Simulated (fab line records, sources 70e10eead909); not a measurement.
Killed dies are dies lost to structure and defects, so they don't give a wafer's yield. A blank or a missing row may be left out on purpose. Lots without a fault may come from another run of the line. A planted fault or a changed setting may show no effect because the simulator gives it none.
Chamber matching | flow nand_harc | NHARC_A_CONTACT_DEP_29 on pecvd-04: 3 sister chambers
The step deposits SiON, target thk 70 nm. 16 wafers are shown with their chamber, then 8 later ones without.

WAFERS WITH THEIR CHAMBER
wafer  | chamber | heater_power_w (W) | rf_fwd_power_W (W)
L080.2 | 0       | 764                | 348.0
L080.5 | 1       | 785                | 349.1
L080.6 | 2       | 655                | 351.0
L081.2 | 1       | 756                | 347.6
L081.5 | 2       | 665                | 347.4
L081.6 | 0       | 713                | 348.3
L085.2 | 1       | 869                | 349.2
L085.3 | 0       | 713                | 347.6
L085.4 | 1       | 888                | 349.8
L094.1 | 1       | 757                | 348.4
L094.3 | 0       | 752                | 349.3
L094.5 | 2       | 680                | 347.8
L095.2 | 1       | 776                | 350.2
L095.4 | 2       | 654                | 348.1
L095.6 | 1       | 771                | 351.0
L096.1 | 1       | 912                | 351.3

SIGNATURES (means of the wafers above)
reading        | chamber 0 | chamber 1 | chamber 2 | scatter within a chamber
heater_power_w | 735.50    | 814.25    | 663.50    | 49.1
rf_fwd_power_W | 348.300   | 349.575   | 348.575   | 1.26
Rule: a wafer's distance from a chamber is the root of the sum, over the readings, of the square of ((its reading less the chamber's mean) divided by the reading's scatter). The wafer belongs to the nearest chamber; if the next one is less than 2 further off, it can't be placed. The scatter: the root of (the sum of the squares of (reading less its chamber's mean) over the shown wafers, divided by (wafers less chambers)).

WAFERS WITHOUT THEIR CHAMBER
wafer  | heater_power_w (W) | rf_fwd_power_W (W)
L096.3 | 550                | 348.0
L096.5 | 911                | 348.3
L093.2 | 801                | 352.1
L093.4 | 760                | 346.4
L093.5 | 597                | 348.6
L097.2 | 885                | 348.4
L097.3 | 768                | 349.2
L097.4 | 864                | 346.9

WHICH CHAMBER EACH WENT THROUGH
wafer  | from the rows above          | in truth
L096.3 | can't be placed: 2 or 0      | 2
L096.5 | can't be placed: 1 or 0      | 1
L093.2 | can't be placed: 1 or 0 or 2 | 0
L093.4 | can't be placed: 0 or 2 or 1 | 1
L093.5 | can't be placed: 2 or 0      | 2
L097.2 | can't be placed: 1 or 0      | 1
L097.3 | can't be placed: 0 or 1 or 2 | 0
L097.4 | can't be placed: 1 or 0 or 2 | 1
Placed correctly: 0 of 8. Can't be placed from these rows: 8 (the true chamber is among the candidates in 8). Placed wrongly: 0.
